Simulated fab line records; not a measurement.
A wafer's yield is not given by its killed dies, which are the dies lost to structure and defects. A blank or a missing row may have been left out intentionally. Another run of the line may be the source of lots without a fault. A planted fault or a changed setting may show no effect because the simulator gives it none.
fab line records | flow n5Finfet
record: lots: 5 | wafers: 15 | lastDay: 16
route steps=1938 shown BEOL_M4@1055 PASSIVATION@1936
lots that met no fault: from a run of the same line without faults
startH: hours from the record's first day to the start of the lot's first wafer shown | waitH: how many hours have passed since the lot's step before this one | " repeats the value in the row above | L1.1+2: a single row standing in for several wafers | - no value present, or no start provided | * or withheld: withheld | < > ~ a bound
route shown NAME@n: names a module that has steps shown in the file, with the first one's number in the route | usual: the fault-free wafers' mean and standard deviation | same: alike in all rows | chamber/n: place in a boat | sites: the reading at each site | _std_site: their standard deviation | _edge_site: inner sites' mean taken away from outer sites' mean | radiusMm: for every site, how far away it sits from the centre of the wafer | mask NAME#n: copy n | behind: the last tool/chamber to shape the wafer | hold: cause of the lot's hold/its duration in hours/its outcome | device: transistor that didn't switch, given as n, p or np | end of line: the route-end tests of the same wafers | where a step has no rows: the recipe by itself | killed: the dies lost at the first sort to structure and to defects; this is not the yield of the wafer | map: dies across one wafer; x = killed, . = not, _ = none there
set.NAME: the setting that was run; set.NAME@STEP: the one run at that earlier step | model.NAME: the simulator's own value behind a step, which no gauge read
lots seen at some steps along the route; tables by step, rows by wafer
services: when a tool's chamber went out of use (startH, in hours from the record's first day, below 0 if earlier), for how many hours, and the reason
== steps ==
step: N5_BEOL_M4_DEVELOP_27
recipe: developTimeS: 30 | developer: TMAH | resist: CAR-EUV | rinseLiquid: surfactantRinse | dry: airSpin | devTempC: 23
step: N5_BEOL_M4_DESCUM_33
recipe: chemistry: O2 | timeS: 7 | sourcePowerW: 50 | biasPowerW: 20 | pressureMtorr: 20 | rfFrequencyHz: 2.712e+07 | tempC: 40 | resist: CAR-EUV | o2FlowSccm: 225
step: N5_BEOL_M4_ETCH_77
recipe: chemistry: N2/H2 | target: underlayer | targetDepthA: 65 | maskMaterial: CAR-EUV | timeS: 5.2 | ionEnergyEv: 200 | pressureMtorr: 30 | sourceW: 840 | biasW: 150 | n2FlowSccm: 200 | h2FlowSccm: 200 | ends: cleared
step: N5_BEOL_M4_ETCH_69
recipe: chemistry: CF4 | target: SiARC | targetDepthA: 156 | maskMaterial: CAR-EUV | timeS: 26 | ionEnergyEv: 80 | pressureMtorr: 40 | sourceW: 545 | biasW: 36 | Ar_flow_sccm: 100 | cf4FlowSccm: 100 | ends: cleared
step: N5_BEOL_M4_ALD_98
recipe: material: SiO2 | targetThkA: 25 | tempC: 100 | aldPrecursorFamily: BDEAS | aldCoReactant: O2-plasma | pulseTimeS: 1 | coReactantPulseTimeS: 1 | purgeTimeS: 2 | coReactantPurgeTimeS: 2 | aldCycles: 17 | pressureTorr: 2
step: N5_BEOL_M4_ETCHBACK_99
recipe: chemistry: CHF3 | target: SiO2 | targetDepthA: 50 | timeS: 10.4 | sourceW: 215 | biasW: 47 | Ar_flow_sccm: 200 | CHF3_flow_sccm: 12 | ionEnergyEv: 100 | pressureMtorr: 30
step: N5_BEOL_M4_ETCH_70
recipe: chemistry: N2/H2 | target: SOC | targetDepthA: 800 | overetchA: 240 | maskMaterial: SiARC | tempC: 40 | timeS: 130 | ionEnergyEv: 200 | pressureMtorr: 30 | sourceW: 840 | biasW: 150 | n2FlowSccm: 200 | h2FlowSccm: 200
step: N5_BEOL_M4_STRIP_71
recipe: chemistry: N2/H2 | tempC: 40 | n2FlowSccm: 200 | h2FlowSccm: 200 | rfFrequencyHz: 6e+07
step: N5_BEOL_M4_STRIP_78
recipe: chemistry: N2/H2 | tempC: 40 | n2FlowSccm: 200 | h2FlowSccm: 200 | rfFrequencyHz: 6e+07
step: N5_BEOL_M4_VIA_ETCH_34
recipe: chemistry: C4F6/O2 | targetDepthA: 694 | maskMaterial: SOC | pressureMtorr: 15 | ionEnergyEv: 250 | taperDeg: 4 | timeS: 65.9 | sourceW: 350 | biasW: 170 | Ar_flow_sccm: 300 | C4F6_flow_sccm: 10 | O2_flow_sccm: 10
usual: drypumpMotorCurrentA: 5.8/0.33 | mfcArSccm: 300.1/0.97 | oesProductAu: 0.82/0.087 | rfVppV: 668/8.3 | showerheadPlenumPTorr: 2.83/0.12 | throttleValvePct: 30.86/0.28
lot.wafer | tool       | chamber | startH | waitH | drypumpMotorCurrentA | mfcArSccm | oesProductAu | rfHoursCounterH | rfVppV | showerheadPlenumPTorr | throttleValvePct
L820.2    | rieDiel-04 | 1       | 166.92 | 0.0   | 6.0                  | 298.2     | 0.98         | 2               | 671    | 2.78                  | 30.53
L820.3    | "          | 2       | "      | "     | 6.0                  | 300.0     | 0.89         | 40              | 673    | 2.78                  | 30.73
L820.5    | "          | 1       | "      | "     | 6.0                  | 299.0     | 0.97         | -               | 670    | 2.78                  | 30.52
L828.3    | rieDiel-04 | 0       | 233.03 | 0.0   | 6.2                  | 300.3     | 0.86         | 50              | 669    | 3.03                  | 31.38
L828.5    | "          | 0       | "      | "     | 6.1                  | 299.0     | 0.86         | -               | 671    | 3.02                  | 31.38
L828.6    | "          | 2       | "      | "     | 6.0                  | 300.5     | 0.86         | -               | 673    | 2.77                  | 30.74
L829.2    | rieDiel-04 | 1       | 236.34 | 0.0   | 6.0                  | 300.8     | 0.89         | 27              | 669    | 2.77                  | 30.56
L829.4    | "          | 0       | "      | "     | 6.2                  | 300.4     | 0.86         | -               | 671    | 3.02                  | 31.36
L829.6    | "          | 1       | "      | "     | 6.0                  | 301.1     | 0.89         | -               | 669    | 2.77                  | 30.54
L830.1    | rieDiel-04 | 1       | 240.89 | 0.0   | 6.0                  | 300.4     | 0.89         | 28              | 670    | 2.77                  | 30.56
L830.2    | "          | 0       | "      | "     | 6.1                  | 299.6     | 0.85         | 53              | 671    | 3.02                  | 31.39
L830.3    | "          | 2       | "      | "     | 6.0                  | 301.1     | 0.86         | 66              | 673    | 2.77                  | 30.76
L834.3    | rieDiel-03 | 2       | 272.57 | 0.0   | 5.6                  | 299.3     | 0.69         | 208             | 662    | 2.85                  | 31.05
L834.5    | "          | 2       | "      | "     | 5.6                  | 299.8     | 0.69         | -               | 660    | 2.85                  | 31.05
L834.6    | "          | 1       | "      | "     | 5.8                  | 298.7     | 0.89         | -               | 653    | 2.89                  | 30.51
step: N5_BEOL_M4_STRIP_83
recipe: chemistry: C4F6/O2 | resist: SiARC | rfFrequencyHz: 6e+07
step: N5_BEOL_M4_STRIP_36
recipe: chemistry: N2/H2 | powerW: 450 | tempC: 40 | pressureMtorr: 20 | rfFrequencyHz: 6e+07 | overashFraction: 0.3 | biasPowerW: 7 | h2Frac: 0.5 | n2FlowSccm: 200 | h2FlowSccm: 200
step: N5_BEOL_M4_TRENCH_ETCH_37
recipe: chemistry: C4F6/O2 | targetDepthA: 555.55 | target: SiOC | timeS: 29.2 | ionEnergyEv: 250 | pressureMtorr: 30 | sourceW: 355 | biasW: 185 | Ar_flow_sccm: 300 | C4F6_flow_sccm: 10 | O2_flow_sccm: 10
step: N5_BEOL_M4_ETCH_41
recipe: chemistry: CH3F/O2 | target: SiCN | targetDepthA: 299 | taperDeg: 2 | timeS: 52.5 | ionEnergyEv: 120 | maskMaterial: TiN | pressureMtorr: 30 | sourceW: 395 | biasW: 75 | Ar_flow_sccm: 150 | CH3F_flow_sccm: 30 | O2_flow_sccm: 20
step: N5_BEOL_M4_STRIP_97
recipe: chemistry: N2/H2 | timeS: 10 | powerW: 450 | tempC: 40 | pressureMtorr: 20 | rfFrequencyHz: 6e+07 | biasPowerW: 7 | n2FlowSccm: 200 | h2FlowSccm: 200
step: N5_BEOL_M4_HM_STRIP_39
recipe: chemistry: peroxideTinStrip | material: TiN | targetDepthA: 250 | tempC: 50 | timeS: 158
step: N5_BEOL_M4_SRD_40
recipe: timeS: 30 | tempC: 23 | rinseLiquid: diw | dry: ipaMarangoni
step: N5_BEOL_M4_PRECLEAN_42
recipe: chemistry: residueRemover | timeS: 60 | tempC: 40
step: N5_BEOL_M4_SRD_43
recipe: timeS: 30 | tempC: 23 | rinseLiquid: diw | dry: ipaMarangoni
step: N5_BEOL_M4_DEGAS_44
recipe: ambient: vacuum | tempC: 250 | timeS: 60
step: N5_BEOL_M4_PRE_CLEAN_45
recipe: gas: H2/He | timeS: 30 | tempC: 250
step: N5_BEOL_M4_ALD_84
recipe: material: TaN | targetThkA: * | tempC: 275 | aldPrecursorFamily: PDMAT | aldCoReactant: NH3 | pressureTorr: 3 | carrierFlowSccm: 1500 | pulseTimeS: 2 | purgeTimeS: 3 | coReactantPurgeTimeS: 2 | coReactantPulseTimeS: 3 | aldCycles: 30 | precursorVesselTempC: 75 | precursorVesselPressureTorr: 26.25 | precursorVesselCarrierSccm: 1000
step: N5_BEOL_M4_SURFACE_TREAT_85
recipe: gas: Ar | timeS: * | ionEnergyEv: * | ionCurrentMaCm2: 0.5 | pressureMtorr: * | arFlowSccm: 30
step: N5_BEOL_M4_CVD_47
recipe: material: Co | targetThkA: 30 | tempC: withheld | precursor: CCTBA/H2 | pressureTorr: 30 | timeS: 223.8
step: N5_BEOL_M4_SPUTTER_48
recipe: material: Cu | targetThkA: 45 | tempC: -20 | chamberPressurePa: 0.07 | powerW: withheld | timeS: 8.29
step: N5_BEOL_M4_ANNEAL_49
recipe: tempC: 400 | timeS: 240 | ambient: vacuum
step: N5_BEOL_M4_SPUTTER_79
recipe: material: Cu | targetThkA: 45 | tempC: -20 | chamberPressurePa: 0.07 | powerW: withheld | timeS: 8.29
step: N5_BEOL_M4_ANNEAL_80
recipe: tempC: 400 | timeS: 240 | ambient: vacuum
step: N5_BEOL_M4_SPUTTER_81
recipe: material: Cu | targetThkA: 45 | tempC: -20 | chamberPressurePa: 0.07 | powerW: withheld | timeS: 8.29
step: N5_BEOL_M4_ANNEAL_82
recipe: tempC: 400 | timeS: 240 | ambient: vacuum
step: N5_BEOL_M4_SPUTTER_86
recipe: material: Cu | targetThkA: 45 | tempC: -20 | chamberPressurePa: 0.07 | powerW: withheld | timeS: 8.29
step: N5_BEOL_M4_ANNEAL_87
recipe: tempC: 400 | timeS: 240 | ambient: vacuum
step: N5_BEOL_M4_SPUTTER_88
recipe: material: Cu | targetThkA: 45 | tempC: -20 | chamberPressurePa: 0.07 | powerW: withheld | timeS: 8.29
step: N5_BEOL_M4_ANNEAL_89
recipe: tempC: 400 | timeS: 240 | ambient: vacuum
step: N5_BEOL_M4_SPUTTER_90
recipe: material: Cu | targetThkA: 45 | tempC: -20 | chamberPressurePa: 0.07 | powerW: withheld | timeS: 8.29
step: N5_BEOL_M4_ANNEAL_91
recipe: tempC: 400 | timeS: 240 | ambient: vacuum
step: N5_BEOL_M4_SPUTTER_92
recipe: material: Cu | targetThkA: 45 | tempC: -20 | chamberPressurePa: 0.07 | powerW: withheld | timeS: 8.29
step: N5_PASSIVATION_PROBE_49
usual: defectLimitedYield: 91.0/1.4 | killed_at_M0_to_M3: 36/10 | killed_at_M4_up: 15/5 | killedAtContacts: 12/6.1 | killedAtFrontEnd: 40/13 | killedAtOther: 3.8/2.9 | killedDies: 106/16 | killedOnRim: 14/4.1 | killedOpen: 68/12 | killedShort: 35/8.2 | sort_bin_5_function: 5.2/0.9 | sort_bin_6_memory: 3.4/0.71 | sortNPass: 1073/17 | sortYieldPct: 91.0/1.5
same: grossDies: 1180 | killedAtBackSide: 0 | sort_bin_4_leakage[%]: 0 | sort_bin_8_speed[%]: 0
lot.wafer | tool      | chamber | startH | waitH | defectLimitedYield[%] | killed_at_M0_to_M3 | killed_at_M4_up | killedAtContacts | killedAtFrontEnd | killedAtOther | killedDies | killedOnRim | killedOpen | killedShort | sort_bin_5_function[%] | sort_bin_6_memory[%] | sortNPass | sortYieldPct[%]
L820.2    | prober-01 | -       | 282.30 | 0.1   | 92.1                  | 31                 | 18              | 11               | 27               | 6             | 93         | 7           | 53         | 37          | 4.8                    | 2.5                  | 1087      | 92.1
L820.3    | prober-01 | -       | 282.35 | 0.1   | 90.8                  | 34                 | 16              | 21               | 34               | 3             | 108        | 11          | 73         | 33          | 5.0                    | 3.8                  | 1072      | 90.8
L820.5    | prober-01 | -       | 282.45 | 0.2   | 91.8                  | 23                 | 9               | 29               | 28               | 8             | 97         | 13          | 66         | 28          | 4.9                    | 3.0                  | 1083      | 91.8
L828.3    | prober-01 | -       | 355.64 | 0.1   | 81.6                  | 36                 | 141             | 9                | 31               | 0             | 217        | 28          | 58         | 28          | 10.8                   | 3.3                  | 963       | 81.6
L828.5    | prober-01 | -       | 355.74 | 0.2   | 83.1                  | 17                 | 135             | 19               | 26               | 3             | 200        | 25          | 45         | 25          | 10.3                   | 3.2                  | 980       | 83.1
L830.1    | prober-02 | -       | 364.42 | 0.0   | 91.7                  | 47                 | 13              | 8                | 26               | 4             | 98         | 14          | 74         | 23          | 5.3                    | 2.8                  | 1082      | 91.7
L830.2    | prober-02 | -       | 364.47 | 0.1   | 79.8                  | 45                 | 141             | 21               | 27               | 4             | 238        | 33          | 73         | 32          | 11.9                   | 4.9                  | 942       | 79.8
L829.2    | prober-01 | -       | 377.24 | 0.5   | 91.4                  | 39                 | 13              | 11               | 37               | 1             | 101        | 19          | 57         | 32          | 4.4                    | 2.9                  | 1079      | 91.4
L829.4    | prober-01 | -       | 377.34 | 0.6   | 81.1                  | 34                 | 141             | 17               | 29               | 2             | 223        | 23          | 57         | 29          | 11.3                   | 4.1                  | 957       | 81.1
killed by level:class
L820.2 STI_FIN_REVEAL:geometricParticle:open=8 MOL_CONTACT_COAG:geometricParticle:open=7 BEOL_M0_SAQP:geometricParticle:short=6 BEOL_M5:geometricParticle:open=6 BEOL_M0_SAQP:geometricParticle:open=5 BEOL_M0:geometricParticle:open=5 BEOL_M1:geometricParticle:short=5 BEOL_M1:geometricParticle:open=5
L820.3 MOL_CONTACT_COAG:geometricParticle:open=16 STI_FIN_REVEAL:geometricParticle:open=9 BEOL_M4:geometricParticle:open=9 BEOL_M1:geometricParticle:open=8 BEOL_M2:geometricParticle:open=8 BEOL_M0_SAQP:geometricParticle:short=7 BEOL_M0_SAQP:geometricParticle:open=6 FIN_SAQP:geometricParticle:short=5
L820.5 MOL_CONTACT_COAG:geometricParticle:open=22 STI_FIN_REVEAL:geometricParticle:open=7 MOL_CONTACT_COAG:geometricParticle:short=7 BEOL_M0_SAQP:geometricParticle:open=7 ILD0:geometricParticle:open=4 BEOL_M0_SAQP:geometricParticle:short=4 PASS1_CAP:geometricParticle:open=4 STARTING-WAFER:geometricParticle:open=4
L828.3 BEOL_M4:unspecified=130 BEOL_M2:geometricParticle:open=9 MOL_CONTACT_COAG:geometricParticle:open=8 BEOL_M0_SAQP:geometricParticle:short=7 FIN_SAQP:geometricParticle:open=6 DUMMY_GATE:geometricParticle:open=6 BEOL_M1:geometricParticle:open=5 BEOL_M2:geometricParticle:short=5
L828.5 BEOL_M4:unspecified=126 MOL_CONTACT_COAG:geometricParticle:open=15 FIN_SAQP:geometricParticle:short=6 BEOL_M1:geometricParticle:open=6 BEOL_M0_SAQP:geometricParticle:short=5 MOL_CONTACT_COAG:geometricParticle:short=4 STARTING-WAFER:geometricParticle:open=4 FIN_SAQP:geometricParticle:open=3
L830.1 BEOL_M2:geometricParticle:open=32 FIN_SAQP:geometricParticle:short=6 STI_FIN_REVEAL:geometricParticle:open=6 MOL_CONTACT_COAG:geometricParticle:open=5 BEOL_M4:geometricParticle:open=5 BEOL_M0_SAQP:geometricParticle:short=4 BEOL_M1:geometricParticle:open=4 BEOL_M6:geometricParticle:open=4
L830.2 BEOL_M4:unspecified=132 MOL_CONTACT_COAG:geometricParticle:open=17 BEOL_M0_SAQP:geometricParticle:short=12 BEOL_M3:geometricParticle:open=12 BEOL_M2:geometricParticle:open=7 BEOL_M1:geometricParticle:open=6 STARTING-WAFER:geometricParticle:open=6 BEOL_M0_SAQP:geometricParticle:open=5
L829.2 HKMG_FIN:areaEtch=11 BEOL_M0_SAQP:geometricParticle:open=8 BEOL_M2:geometricParticle:open=7 FIN_SAQP:geometricParticle:open=6 MOL_CONTACT_COAG:geometricParticle:open=6 BEOL_M0_SAQP:geometricParticle:short=6 MOL_CONTACT_COAG:geometricParticle:short=5 BEOL_M2:geometricParticle:short=5
L829.4 BEOL_M4:unspecified=133 MOL_CONTACT_COAG:geometricParticle:open=16 BEOL_M2:geometricParticle:open=9 ILD0:geometricParticle:short=6 BEOL_M1:geometricParticle:open=6 BEOL_M0_SAQP:geometricParticle:short=5 FIN_SAQP:geometricParticle:short=4 BEOL_M0_SAQP:geometricParticle:open=4
map L828.3 (x killed, . not)
_________________......x....x________________
______________...x......x......._____________
___________x.......................__________
__________...x......................_________
________........x.x........x.........._______
_______xx..x............x..............______
______xx.xx.xx............xx..........x._____
_____xxxxx.xxxx..........................____
____xxxxxxxxxx....x.....................x.___
___xxxxxxxxxxx.x....xx...x........x..x.....__
___xxxxxxxxxxx.x.........xx.....x..........__
__xxxxxxxxxxxxxx.x......x...........x..xx..._
__xxxxxxxxxxxxxx........x......x....x......._
_xxxxxxxxxxxxx.x........x....................
_xxxxxxxxxxxx..x............................x
_xxxxxxxxxxxxx......................x.x......
_...xxxxxxxx............x......x....x........
_...x...xxx...x.............x......x.....xx..
_..x..x..........x..x........x.....x.........
_.....x...........x.......x..................
_..............................x...........x.
__.........x..x...x.........x..............x_
__.....x.....x.x......x...........x.....x..._
___.......x...x....x.......................__
___.x.......................x..............__
____...................x.........xx..x....___
_____................x...................____
______...........xx..x.x...........x...._____
_______....x..x......x..x..............______
________...x.........................._______
__________.........................._________
___________........................__________
______________.................._____________
_________________............________________
map L829.4 (x killed, . not)
_________________....x.......________________
______________..xx.........x...._____________
___________........................__________
__________..x......................._________
________.....x...............x........_______
_______xxxxx.......x......x............______
______xx.x.xx..................x........_____
_____xxxxxxxxx..x....xx......x...........____
____xxxxxxxxxxx.............x....x........___
___xxxxxxxxxxx.......................x.....__
___xxxxxxxxxxx..........x.....x.x....x..xx.__
__xxxxxxxxxxxxxxxx................x.....x..._
__xxxxxxxxxxxxx...x...x....x.......x........_
_xxxxxxxxxxxxxx................x..x..........
_..xxxxxxxxxxxxx....xx.....x...xx.....x......
_...xxxxxxxx.xx........x....x..x......x......
_xx.xxxxxxx...........x.............x..xx....
_x..xx.x...x.................x........x......
_.....x...x.x...............x......x......x..
_...xxx..........x........................x.x
_......................xx....................
__.xx...x..........x......x................._
__..............x.....x....x...x....x......._
___.........x...........xx.................__
___............x...........................__
____..............x.......................___
_____............x...........x...........____
______................x................._____
_______.............x........xx...x....______
________...............x.x...x....x..._______
__________......................xx.._________
___________.......................x__________
______________.......x.........._____________
_________________............________________
== services ==
tool       | chamber | startH | hours | kind
rieDiel-04 | 1       | 150.11 | -     | clean
rieDiel-04 | 1       | 150.11 | -     | consumableReplace:focusRing
rieDiel-04 | 1       | 150.11 | 11.2  | scheduledDown
rieDiel-04 | 1       | 150.11 | 11.2  | ventCycle
rieDiel-04 | 3       | 151.07 | 9.0   | repair
rieDiel-03 | 1       | 170.66 | -     | clean
rieDiel-03 | 1       | 170.66 | -     | consumableReplace:focusRing
rieDiel-03 | 1       | 170.66 | 24.9  | scheduledDown
rieDiel-03 | 1       | 170.66 | 24.9  | ventCycle
rieDiel-03 | 2       | 172.34 | 8.9   | repair
rieDiel-03 | 3       | 201.91 | -     | clean
rieDiel-03 | 3       | 201.91 | -     | consumableReplace:focusRing
rieDiel-03 | 3       | 201.91 | 19.4  | scheduledDown
rieDiel-03 | 3       | 201.91 | 19.4  | ventCycle
rieDiel-04 | 3       | 232.80 | -     | clean
rieDiel-04 | 3       | 232.80 | -     | consumableReplace:focusRing
rieDiel-04 | 3       | 232.80 | 26.5  | scheduledDown
rieDiel-04 | 3       | 232.80 | 26.5  | ventCycle
== key ==
firstSign: step: N5_PASSIVATION_PROBE_49 | reading: killed_at_M4_up | direction: up | sigmas: 25 | usual: 15 | struck: 140
effect: step: N5_PASSIVATION_PROBE_49 | reading: defectLimitedYield | direction: down | sigmas: 6.9 | usual: 91.0 | struck: 81.4
moreKillsBornAt: N5_BEOL_M4_VIA_ETCH_34@rieDiel-04: 521
metAt N5_BEOL_M4_VIA_ETCH_34
struckWafers L828.3,L828.5,L829.4,L830.2
baselineLoss: step: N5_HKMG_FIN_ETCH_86 | wafers: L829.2
fault: kind: chamberParticleSource | tool: rieDiel-04 | chamber: 0 | onsetH: 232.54 | steps: N5_BEOL_M4_VIA_ETCH_34 | ratePerVisitCm2: 1.8004 | endH: 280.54
baselineLoss: these wafers lose ten dies or more at that step, a loss of the line's own and not of a fault; the sort's usual values leave them out
